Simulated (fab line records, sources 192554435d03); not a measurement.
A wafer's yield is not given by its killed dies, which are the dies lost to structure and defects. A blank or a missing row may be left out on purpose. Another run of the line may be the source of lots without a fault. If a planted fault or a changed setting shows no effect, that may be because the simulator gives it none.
fab line records	flow n5_finfet
[record] lots = 9	wafers = 27	last_day = 18
route steps=1938 shown SD_EPI_N@294 SD_EPI_P@305 SD_ACTIVATION@332 BEOL_M4@1111 PASSIVATION@1936
lots that met no fault: from a run of the same line without faults
start_h: hours from the record's opening day to when the first of the lot's shown wafers began	wait_h: hours since the lot's step before	" unchanged from the row above	L1.1+2: a row that stands for several wafers	- no value, or no start was given	* or withheld: withheld	< > ~ a bound
route shown NAME@n: names a module that has steps shown in the file, with the first one's number in the route	usual: average and standard deviation across the fault-free wafers	same: alike in all rows	chamber/n: place in a boat	sites: each site's reading	_std_site: their standard deviation	_edge_site: outer sites' mean less inner sites'	radius_mm: for every site, how far away it sits from the centre of the wafer	mask NAME#n: copy n	behind: the last tool/chamber to shape the wafer	hold: what put the lot on hold/how long, in hours/how the hold closed	device: which transistor (n, p or np) failed to switch	end of line: the same wafers' tests at the end of the route	a step given without rows: its recipe and nothing more	killed: dies that structure and defects cost at the first sort, which is not the same as the wafer's yield	map: a wafer's dies, marking killed ones x, the rest . and places with no die _
set.NAME: setting as actually run; set.NAME@STEP: the setting as run at that earlier step	model.NAME: the simulator's own value behind a step, which no gauge read
one table for each step of the route and one row for each wafer, over a sample of lots
services: from which hour (start_h, from the record's first day; less than 0 if before it) a tool's chamber was out of use, for how many hours, and why
[[steps]]
[step N5_SD_EPI_N_INSPECT_26]
[recipe] inspect_instrument = darkfield	mode = post_epi
[usual] raw_defect_count = 199/37
lot.wafer	tool	chamber	start_h	wait_h	raw_defect_count
L320.4	defect_inspect-01	-	63.81	0.1	205
L320.5	"	-	"	"	272
L320.6	"	-	"	"	210
L323.2	defect_inspect-01	-	92.16	0.1	170
L323.4	"	-	"	"	178
L323.5	"	-	"	"	161
L326.1	defect_inspect-01	-	101.63	0.2	181
L326.3	"	-	"	"	268
L326.4	"	-	"	"	205
L330.3	defect_inspect-02	-	124.61	0.1	155
L330.4	"	-	"	"	174
L330.6	"	-	"	"	211
L335.3	defect_inspect-01	-	155.71	0.1	167
L335.4	"	-	"	"	151
L335.6	"	-	"	"	208
L336.2	defect_inspect-01	-	162.05	0.1	183
L336.3	"	-	"	"	204
L336.5	"	-	"	"	209
L338.2	defect_inspect-02	-	173.48	0.1	199
L338.4	"	-	"	"	201
L338.5	"	-	"	"	206
L339.1	defect_inspect-02	-	185.55	0.1	178
L339.2	"	-	"	"	184
L339.3	"	-	"	"	211
L341.1	defect_inspect-01	-	190.59	0.1	162
L341.3	"	-	"	"	190
L341.4	"	-	"	"	172
[step N5_SD_EPI_P_INSPECT_11]
[recipe] mode = adi	inspect_instrument = macro
[usual] raw_defect_count = 1.8/1.3
lot.wafer	tool	chamber	start_h	wait_h	raw_defect_count
L320.4	defect_inspect-01	-	64.26	0.0	6
L320.5	"	-	"	"	0
L320.6	"	-	"	"	1
L323.2	defect_inspect-01	-	92.49	0.0	0
L323.4	"	-	"	"	0
L323.5	"	-	"	"	1
L326.1	defect_inspect-01	-	101.96	0.0	3
L326.3	"	-	"	"	1
L326.4	"	-	"	"	3
L330.3	defect_inspect-02	-	125.06	0.0	3
L330.4	"	-	"	"	1
L330.6	"	-	"	"	1
L335.3	defect_inspect-01	-	156.16	0.0	3
L335.4	"	-	"	"	0
L335.6	"	-	"	"	1
L336.2	defect_inspect-01	-	162.50	0.0	2
L336.3	"	-	"	"	1
L336.5	"	-	"	"	2
L338.2	defect_inspect-01	-	173.94	0.0	1
L338.4	"	-	"	"	2
L338.5	"	-	"	"	2
L339.1	defect_inspect-01	-	186.00	0.0	3
L339.2	"	-	"	"	0
L339.3	"	-	"	"	2
L341.1	defect_inspect-02	-	190.92	0.0	2
L341.3	"	-	"	"	3
L341.4	"	-	"	"	0
[step N5_SD_EPI_P_DESCUM_14]
[recipe] chemistry = O2	time_s = 7.9	source_power_w = 50	bias_power_w = 20	pressure_mtorr = 20	rf_frequency_hz = 2.712e+07	temp_c = 40	resist = CAR-ArF-block	o2_flow_sccm = 225
[usual] drypump_motor_current_A = 5.8/0.55	oes_product_au = 0.77/0.083	rf_vpp_V = 243.4/1.2	showerhead_plenum_p_Torr = 2.11/0.061	throttle_valve_pct = 20.42/0.24
lot.wafer	tool	chamber	start_h	wait_h	drypump_motor_current_A	oes_product_au	rf_hours_counter_h	rf_vpp_V	showerhead_plenum_p_Torr	throttle_valve_pct
L320.4	rie_diel-02	0	64.43	0.2	5.2	0.73	194	244.4	2.13	20.11
L320.5	"	1	"	"	6.3	0.89	-	242.8	2.15	20.09
L320.6	"	2	"	"	5.9	0.72	-	241.9	1.99	20.27
L323.2	rie_diel-02	2	92.67	0.2	5.9	0.72	212	239.9	1.99	20.29
L323.4	"	1	"	"	6.3	0.87	38	244.9	2.15	20.09
L323.5	"	0	"	"	5.2	0.72	-	244.4	2.12	20.11
L326.1	rie_diel-02	2	102.32	0.4	5.9	0.72	215	241.9	1.99	20.29
L326.3	"	0	"	"	5.2	0.72	205	243.1	2.12	20.13
L326.4	"	3	"	"	6.2	0.68	205	243.5	2.19	20.56
L330.3	rie_diel-05	2	125.27	0.2	6.6	0.77	138	244.0	2.12	20.58
L330.4	"	0	"	"	6.6	0.78	-	241.9	2.03	20.18
L330.6	"	2	"	"	6.6	0.77	-	243.2	2.12	20.57
L335.3	rie_diel-05	3	156.20	0.0	5.8	0.72	162	244.2	2.16	20.60
L335.4	"	1	"	"	5.3	0.71	240	245.4	2.15	20.52
L335.6	"	3	"	"	5.8	0.72	-	242.8	2.16	20.60
L336.2	rie_diel-02	1	162.57	0.1	6.3	0.85	58	242.9	2.14	20.13
L336.3	"	2	"	"	5.9	0.70	233	243.0	1.98	20.33
L336.5	"	0	"	"	5.2	0.71	-	244.4	2.12	20.15
L338.2	rie_diel-03	1	173.97	0.0	5.4	0.74	176	244.5	2.09	20.92
L338.4	"	0	"	"	5.9	0.96	11	243.2	2.03	20.27
L338.5	"	0	"	"	5.9	0.96	-	241.8	2.03	20.27
L339.1	rie_diel-02	0	186.04	0.0	5.2	0.70	229	244.5	2.12	20.15
L339.2	"	1	"	"	6.3	0.84	65	242.2	2.14	20.13
L339.3	"	2	"	"	5.9	0.70	240	241.4	1.98	20.33
L341.1	rie_diel-03	3	190.96	0.0	4.8	0.73	177	244.6	2.18	20.50
L341.3	"	0	"	"	6.0	0.95	16	242.3	2.03	20.30
L341.4	"	1	"	"	5.3	0.75	182	244.0	2.09	20.93
[step N5_SD_EPI_P_EPI_21]
[recipe] material = SiGe:B	dopant = B	temp_c = 550	pressure_torr = 20	ambient = H2	time_s = 355
[usual] lamp_inner_pct = 11.8/1.7
lot.wafer	tool	chamber	start_h	wait_h	lamp_inner_pct
L320.4	epi_rpcvd-03	0	66.86	1.1	13.4
L320.5	"	0	"	"	13.5
L320.6	"	0	"	"	13.6
L323.2	epi_rpcvd-03	0	94.38	0.5	13.5
L323.4	"	0	"	"	13.7
L323.5	"	0	"	"	13.6
L326.1	epi_rpcvd-03	0	103.66	0.1	13.7
L326.3	"	0	"	"	13.5
L326.4	"	0	"	"	13.6
L330.3	epi_rpcvd-04	0	127.35	0.8	10.6
L330.4	"	0	"	"	10.7
L330.6	"	0	"	"	10.5
L335.3	epi_rpcvd-03	0	158.26	0.8	13.6
L335.4	"	0	"	"	13.7
L335.6	"	0	"	"	13.5
L336.2	epi_rpcvd-03	0	164.28	0.5	13.4
L336.3	"	0	"	"	13.5
L336.5	"	0	"	"	13.5
L338.2	epi_rpcvd-03	0	175.68	0.5	13.5
L338.4	"	0	"	"	13.5
L338.5	"	0	"	"	13.7
L339.1	epi_rpcvd-03	0	187.38	0.1	13.5
L339.2	"	0	"	"	13.6
L339.3	"	0	"	"	13.8
L341.1	epi_rpcvd-03	0	192.30	0.1	13.6
L341.3	"	0	"	"	13.6
L341.4	"	0	"	"	13.6
[step N5_SD_EPI_P_EPI_MEAS_23]
[recipe] mode = xrd
[usual] thk_nm = 61.0/1.1
lot.wafer	tool	chamber	start_h	wait_h	thk_nm
L320.4	film_metro-01	-	68.00	0.8	63.1
L320.5	"	-	"	"	61.2
L320.6	"	-	"	"	61.8
L323.2	film_metro-02	-	96.22	1.5	55.0
L323.4	"	-	"	"	54.7
L323.5	"	-	"	"	54.9
L326.1	film_metro-02	-	105.88	1.9	55.4
L326.3	"	-	"	"	55.6
L326.4	"	-	"	"	57.0
L330.3	film_metro-01	-	128.83	1.1	60.6
L330.4	"	-	"	"	61.8
L330.6	"	-	"	"	61.2
L335.3	film_metro-02	-	159.74	1.1	61.7
L335.4	"	-	"	"	60.7
L335.6	"	-	"	"	61.6
L336.2	film_metro-02	-	166.12	1.5	61.1
L336.3	"	-	"	"	61.7
L336.5	"	-	"	"	60.1
L338.2	film_metro-01	-	177.53	1.5	61.9
L338.4	"	-	"	"	62.1
L338.5	"	-	"	"	60.0
L339.1	film_metro-02	-	189.58	1.8	60.3
L339.2	"	-	"	"	61.4
L339.3	"	-	"	"	59.5
L341.1	film_metro-02	-	194.50	1.8	59.7
L341.3	"	-	"	"	60.3
L341.4	"	-	"	"	60.0
[step N5_SD_ACTIVATION_RS_MEAS_03]
[recipe] thk_meas_gauge = four-point-probe
[usual] RS_SD_N = 21.93/0.3	RS_SD_P = 56.0/1
lot.wafer	tool	chamber	start_h	wait_h	RS_SD_N[ohm/sq]	RS_SD_P[ohm/sq]
L320.4	film_metro-01	-	68.66	0.1	22.31	55.5
L320.5	"	-	"	"	22.28	56.6
L320.6	"	-	"	"	22.19	55.2
L323.2	film_metro-02	-	96.84	0.2	22.23	62.1
L323.4	"	-	"	"	22.22	62.1
L323.5	"	-	"	"	21.96	61.9
L326.1	film_metro-02	-	106.55	0.2	22.41	61.8
L326.3	"	-	"	"	22.38	60.9
L326.4	"	-	"	"	22.19	61.5
L330.3	film_metro-02	-	129.48	0.2	22.02	57.1
L330.4	"	-	"	"	22.40	57.3
L330.6	"	-	"	"	22.14	57.5
L335.3	film_metro-02	-	160.61	0.2	22.32	53.7
L335.4	"	-	"	"	21.97	53.7
L335.6	"	-	"	"	21.98	53.5
L336.2	film_metro-02	-	166.83	0.2	21.98	55.7
L336.3	"	-	"	"	21.71	55.9
L336.5	"	-	"	"	22.00	55.2
L338.2	film_metro-01	-	178.48	0.2	21.66	56.6
L338.4	"	-	"	"	21.77	56.3
L338.5	"	-	"	"	22.04	57.0
L339.1	film_metro-02	-	190.18	0.2	22.10	56.5
L339.2	"	-	"	"	21.98	57.4
L339.3	"	-	"	"	21.96	55.8
L341.1	film_metro-01	-	195.51	0.2	21.70	56.3
L341.3	"	-	"	"	21.95	56.1
L341.4	"	-	"	"	21.54	55.9
[step N5_BEOL_M4_RC_MEAS_101]
[usual] DIBL_N = 36.4/2.7	DIBL_P = 36/3.2	IOFF_N = 0.16/0.046	IOFF_P = 0.21/0.055	ION_N = 677/15	ION_P = 464/11	RS_SD_P = 65.8/1.1	SS_N = 71.5/0.79	SS_P = 73.3/0.93	VT_N = 250/4.1	VT_P = -251/4.4
lot.wafer	tool	chamber	start_h	wait_h	DIBL_N[mV/V]	DIBL_P[mV/V]	IOFF_N[nA/um]	IOFF_P[nA/um]	ION_N[uA/um]	ION_P[uA/um]	RS_SD_P[ohm/sq]	SS_N[mV/dec]	SS_P[mV/dec]	VT_N[mV]	VT_P[mV]
L320.4	prober-02	0	201.23	0.5	36.1	36	0.15	0.20	674	469	64.9	70.7	72.6	250	-248
L320.5	"	0	"	"	37.3	37	0.18	0.23	681	471	66.0	71.8	74.1	247	-250
L320.6	"	0	"	"	37.3	38	0.18	0.24	689	474	64.9	71.7	73.8	246	-248
L323.2	prober-02	0	216.91	0.2	32.8	32	0.11	0.13	648	450	72.6	70.1	72.0	253	-258
L323.4	"	0	"	"	35.5	36	0.15	0.17	673	450	73.0	70.9	72.6	249	-255
L323.5	"	0	"	"	34.9	34	0.14	0.14	696	455	72.9	72.1	73.0	250	-258
L326.1	prober-02	0	230.80	0.0	38.0	36	0.17	0.21	672	454	72.0	72.2	73.8	249	-252
L326.3	"	0	"	"	36.2	36	0.13	0.20	671	454	72.2	71.8	72.7	255	-253
L326.4	"	0	"	"	37.5	36	0.17	0.20	683	453	71.4	72.0	73.7	249	-255
L330.3	prober-02	0	249.67	0.3	35.0	36	0.17	0.21	704	478	66.6	71.3	73.8	246	-248
L330.4	"	0	"	"	33.4	34	0.15	0.20	691	471	67.3	70.3	72.8	246	-248
L330.6	"	0	"	"	32.7	33	0.13	0.17	668	460	67.5	70.5	72.9	249	-253
L335.3	prober-01	0	285.01	0.3	40.7	40	0.20	0.23	690	462	63.3	72.2	73.8	249	-250
L335.4	"	0	"	"	42.5	44	0.25	0.31	694	476	64.1	72.7	75.2	246	-247
L335.6	"	0	"	"	36.0	35	0.13	0.17	677	467	64.4	70.9	72.6	253	-253
L336.2	prober-02	0	286.74	0.2	34.7	35	0.13	0.14	667	445	65.5	71.0	72.4	255	-255
L336.3	"	0	"	"	37.8	41	0.18	0.22	671	450	65.5	72.3	73.9	251	-253
L336.5	"	0	"	"	34.3	36	0.12	0.16	658	445	64.7	71.2	72.7	254	-258
L338.2	prober-01	0	298.85	0.2	36.5	35	0.14	0.19	663	462	66.5	70.9	72.6	250	-251
L338.4	"	0	"	"	32.8	31	0.10	0.14	659	453	66.1	70.5	72.4	256	-256
L338.5	"	0	"	"	35.4	34	0.13	0.17	670	461	67.0	71.1	72.0	252	-255
L339.1	prober-02	0	316.62	0.0	36.8	37	0.19	0.23	697	475	66.3	71.2	72.9	246	-248
L339.2	"	0	"	"	37.1	38	0.20	0.23	694	466	67.8	71.2	73.8	246	-253
L339.3	"	0	"	"	37.0	38	0.17	0.23	673	466	66.6	71.6	74.1	247	-251
L341.1	prober-01	0	319.44	0.0	28.6	29	0.06	0.09	633	435	66.6	70.3	70.7	264	-265
L341.3	"	0	"	"	32.5	32	0.11	0.12	658	440	66.2	71.0	71.9	256	-259
L341.4	"	0	"	"	32.1	33	0.11	0.13	677	462	66.6	70.6	71.7	253	-259
[step N5_PASSIVATION_PROBE_49]
[usual] defect_limited_yield = 91.1/1.4	killed_at_M0_to_M3 = 34/9.7	killed_at_M4_up = 13/5.1	killed_at_contacts = 14/6.3	killed_at_front_end = 40/11	killed_at_other = 3.5/2.7	killed_dies = 105/16	killed_on_rim = 13/4.1	killed_open = 70/12	killed_short = 34/7.8	sort_bin_4_leakage = 0.02/0.13	sort_bin_5_function = 5.2/0.88	sort_bin_6_memory = 3.3/0.7	sort_bin_8_speed = 0.1/0.62	sort_n_pass = 1074/17	sort_yield_pct = 91.0/1.5
[same] gross_dies = 1180	killed_at_back_side = 0
lot.wafer	tool	chamber	start_h	wait_h	defect_limited_yield[%]	killed_at_M0_to_M3	killed_at_M4_up	killed_at_contacts	killed_at_front_end	killed_at_other	killed_dies	killed_on_rim	killed_open	killed_short	sort_bin_4_leakage[%]	sort_bin_5_function[%]	sort_bin_6_memory[%]	sort_bin_8_speed[%]	sort_n_pass	sort_yield_pct[%]
L320.4	prober-02	-	298.22	0.2	90.1	58	10	18	29	2	117	17	87	30	0	5.3	4.4	0	1063	90.1
L320.5	prober-02	-	298.27	0.2	91.9	32	12	13	36	2	95	10	68	26	0	4.5	3.3	0	1085	91.9
L320.6	prober-02	-	298.32	0.3	93.0	30	7	10	33	3	83	10	48	33	0	4.7	2.2	0	1097	93.0
L338.2	prober-01	-	403.13	0.1	88.7	40	16	6	68	3	133	21	89	44	0	6.2	4.4	0	1047	88.7
L338.4	prober-01	-	403.23	0.2	92.5	24	16	3	45	0	88	8	51	37	0	4.5	2.5	0	1092	92.5
L338.5	prober-01	-	403.28	0.2	93.1	23	14	4	39	1	81	10	49	31	0	3.7	2.8	0	1099	93.1
L339.1	prober-01	-	407.51	0.0	91.2	31	10	10	52	1	104	9	73	29	0	5.3	3.1	0	1076	91.2
L339.2	prober-01	-	407.56	0.1	92.4	30	12	7	39	2	90	12	62	28	0	4.9	2.6	0	1090	92.4
L339.3	prober-01	-	407.61	0.1	92.3	31	8	9	40	3	91	17	58	33	0	4.7	2.5	0	1089	92.3
// killed by level:class
L320.4 BEOL_M0_SAQP:geometric_particle:open=17 MOL_CONTACT_COAG:geometric_particle:open=16 BEOL_M2:geometric_particle:open=13 STI_FIN_REVEAL:geometric_particle:open=11 BEOL_M0_SAQP:geometric_particle:short=10 BEOL_M3:geometric_particle:open=10 FIN_SAQP:geometric_particle:short=6 DUMMY_GATE:geometric_particle:open=4
L320.5 MOL_CONTACT_COAG:geometric_particle:open=12 GATE_CUT:geometric_particle:short=8 BEOL_M0_SAQP:geometric_particle:open=7 BEOL_M3:geometric_particle:open=7 BEOL_M0_SAQP:geometric_particle:short=6 DUMMY_GATE:geometric_particle:open=6 STI_FIN_REVEAL:geometric_particle:open=5 BEOL_M2:geometric_particle:open=5
L320.6 FIN_SAQP:geometric_particle:short=11 BEOL_M0_SAQP:geometric_particle:short=11 MOL_CONTACT_COAG:geometric_particle:open=7 FIN_SAQP:geometric_particle:open=5 BEOL_M1:geometric_particle:open=5 BEOL_M0_SAQP:geometric_particle:open=5 BEOL_M0:geometric_particle:open=4 BEOL_M3:geometric_particle:open=4
L338.2 FIN_SAQP:geometric_particle:short=19 FIN_SAQP:geometric_particle:open=19 BEOL_M2:geometric_particle:open=15 BEOL_M1:geometric_particle:open=14 STI_FIN_REVEAL:geometric_particle:open=8 MOL_CONTACT_COAG:geometric_particle:open=6 GATE_CUT:geometric_particle:short=6 BEOL_M3:geometric_particle:open=4
L338.4 FIN_SAQP:geometric_particle:open=10 FIN_SAQP:geometric_particle:short=7 BEOL_M0_SAQP:geometric_particle:open=6 BEOL_M1:geometric_particle:open=6 STI_FIN_REVEAL:geometric_particle:open=5 GATE_CUT:geometric_particle:short=5 BEOL_M4:geometric_particle:short=5 STARTING-WAFER:geometric_particle:short=5
L338.5 FIN_SAQP:geometric_particle:open=13 FIN_SAQP:geometric_particle:short=9 BEOL_M1:geometric_particle:open=8 BEOL_M4:geometric_particle:short=7 BEOL_M0_SAQP:geometric_particle:open=5 BEOL_M2:geometric_particle:open=5 STI_FIN_REVEAL:geometric_particle:open=4 DUMMY_GATE:geometric_particle:short=3
L339.1 FIN_SAQP:geometric_particle:open=14 FIN_SAQP:geometric_particle:short=10 BEOL_M0_SAQP:geometric_particle:open=10 MOL_CONTACT_COAG:geometric_particle:open=9 STI_FIN_REVEAL:geometric_particle:open=6 BEOL_M3:geometric_particle:open=6 BEOL_M0_SAQP:geometric_particle:short=4 BEOL_M2:geometric_particle:open=4
L339.2 FIN_SAQP:geometric_particle:open=10 BEOL_M0_SAQP:geometric_particle:open=9 BEOL_M4:geometric_particle:open=7 FIN_SAQP:geometric_particle:short=5 MOL_CONTACT_COAG:geometric_particle:open=5 BEOL_M1:geometric_particle:open=5 BEOL_M2:geometric_particle:open=5 STI_FIN_REVEAL:geometric_particle:open=4
L339.3 FIN_SAQP:geometric_particle:short=17 FIN_SAQP:geometric_particle:open=9 BEOL_M3:geometric_particle:open=9 MOL_CONTACT_COAG:geometric_particle:open=7 BEOL_M0_SAQP:geometric_particle:open=6 BEOL_M1:geometric_particle:open=6 DUMMY_GATE:geometric_particle:open=5 GATE_CUT:geometric_particle:short=4
[[services]]
tool	chamber	start_h	hours	kind
rie_diel-03	3	60.59	9.6	repair
rie_diel-02	0	83.16	3.2	repair
rie_diel-05	3	120.53	12.2	repair
rie_diel-05	0	130.14	5.3	repair
rie_diel-03	0	130.43	-	clean
rie_diel-03	0	130.43	-	consumable_replace:focus_ring
rie_diel-03	0	130.43	18.5	scheduled_down
rie_diel-03	0	130.43	18.5	vent_cycle
rie_diel-02	-	145.77	0.3	repair
rie_diel-03	2	149.60	-	clean
rie_diel-03	2	149.60	-	consumable_replace:focus_ring
rie_diel-03	2	149.60	19.4	scheduled_down
rie_diel-03	2	149.60	19.4	vent_cycle
[[key]]
[first_sign] step = N5_SD_EPI_P_EPI_MEAS_23	reading = thk_nm	direction = down	sigmas = 4.9	usual = *	struck = *
[effect] step = N5_SD_ACTIVATION_RS_MEAS_03	reading = RS_SD_P	direction = up	sigmas = 5.5	usual = 56.0	struck = 61.7
[effect] step = N5_BEOL_M4_RC_MEAS_101	reading = RS_SD_P	direction = up	sigmas = 6	usual = 65.8	struck = 72.4
met_at N5_SD_EPI_P_EPI_21
struck_lots L323,L326
struck_wafers L323.2,L323.4,L323.5,L326.1,L326.3,L326.4
not_acting_at N5_SD_EPI_N_INSPECT_26,N5_SD_EPI_P_INSPECT_11,N5_SD_EPI_P_DESCUM_14
onset_between 66.86 94.38
[fault] kind = process_parameter_drift	tool = epi_rpcvd-03	chamber = 0	onset_h = 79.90	steps = N5_SD_EPI_P_EPI_21	channel = time_s	offset = *	shape = step	end_h = 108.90	acts_in = *	stated = *
